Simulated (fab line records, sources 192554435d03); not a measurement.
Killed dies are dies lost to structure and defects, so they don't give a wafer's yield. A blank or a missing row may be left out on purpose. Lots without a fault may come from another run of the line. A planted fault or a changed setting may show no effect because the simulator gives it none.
Chamber matching | flow n5_finfet | N5_MOL_CONTACT_COAG_ETCH_66 on rie_diel-02: 4 sister chambers
The step etches SiARC in CF4, target depth 13 nm, time 21.7 s. 18 wafers are shown with their chamber, then 9 later ones without.

WAFERS WITH THEIR CHAMBER
wafer  | chamber | drypump_motor_current_A (A) | throttle_valve_pct (%) | showerhead_plenum_p_Torr (Torr)
L074.3 | 2       | 5.1                         | 16.03                  | 2.15
L074.5 | 2       | 5.1                         | 16.03                  | 2.15
L074.6 | 1       | 6.3                         | 15.44                  | 2.12
L079.1 | 3       | 5.9                         | 15.91                  | 2.15
L079.3 | 1       | 6.2                         | 15.46                  | 2.12
L079.5 | 0       | 6.5                         | 15.54                  | 2.25
L080.1 | 3       | 5.9                         | 15.89                  | 2.15
L080.2 | 1       | 6.2                         | 15.49                  | 2.12
L080.4 | 0       | 6.5                         | 15.53                  | 2.25
L088.1 | 2       | 5.1                         | 16.06                  | 2.14
L088.3 | 0       | 6.5                         | 15.56                  | 2.25
L088.5 | 2       | 5.1                         | 16.05                  | 2.14
L089.1 | 3       | 5.9                         | 15.91                  | 2.15
L089.5 | 0       | 6.5                         | 15.54                  | 2.25
L089.6 | 3       | 5.8                         | 15.91                  | 2.15
L092.1 | 2       | 5.1                         | 16.08                  | 2.14
L092.3 | 0       | 6.5                         | 15.57                  | 2.24
L092.4 | 1       | 6.3                         | 15.49                  | 2.11

SIGNATURES (means of the wafers above)
reading                  | chamber 0 | chamber 1 | chamber 2 | chamber 3 | scatter within a chamber
drypump_motor_current_A  | 6.500     | 6.250     | 5.100     | 5.875     | 0.0354
throttle_valve_pct       | 15.5480   | 15.4700   | 16.0500   | 15.9050   | 0.0189
showerhead_plenum_p_Torr | 2.2480    | 2.1175    | 2.1440    | 2.1500    | 0.00443
Rule: a wafer's distance from a chamber is the root of the sum, over the readings, of the square of ((its reading less the chamber's mean) divided by the reading's scatter). The wafer belongs to the nearest chamber; if the next one is less than 2 further off, it can't be placed. The scatter: the root of (the sum of the squares of (reading less its chamber's mean) over the shown wafers, divided by (wafers less chambers)).

WAFERS WITHOUT THEIR CHAMBER
wafer  | drypump_motor_current_A (A) | throttle_valve_pct (%) | showerhead_plenum_p_Torr (Torr)
L093.2 | 5.9                         | 15.94                  | 2.15
L093.4 | 6.3                         | 15.53                  | 2.11
L093.5 | 5.1                         | 16.10                  | 2.14
L095.2 | 5.8                         | 15.94                  | 2.14
L095.3 | 6.3                         | 15.53                  | 2.11
L095.5 | 6.3                         | 15.52                  | 2.11
L097.1 | 5.9                         | 15.94                  | 2.14
L097.3 | 6.6                         | 15.59                  | 2.24
L097.5 | 6.5                         | 15.60                  | 2.24

WHICH CHAMBER EACH WENT THROUGH
wafer  | from the rows above | in truth
L093.2 | 3                   | 3
L093.4 | 1                   | 1
L093.5 | 2                   | 2
L095.2 | 3                   | 3
L095.3 | 1                   | 1
L095.5 | 1                   | 1
L097.1 | 3                   | 3
L097.3 | 0                   | 0
L097.5 | 0                   | 0
Placed correctly: 9 of 9. Can't be placed from these rows: 0. Placed wrongly: 0.
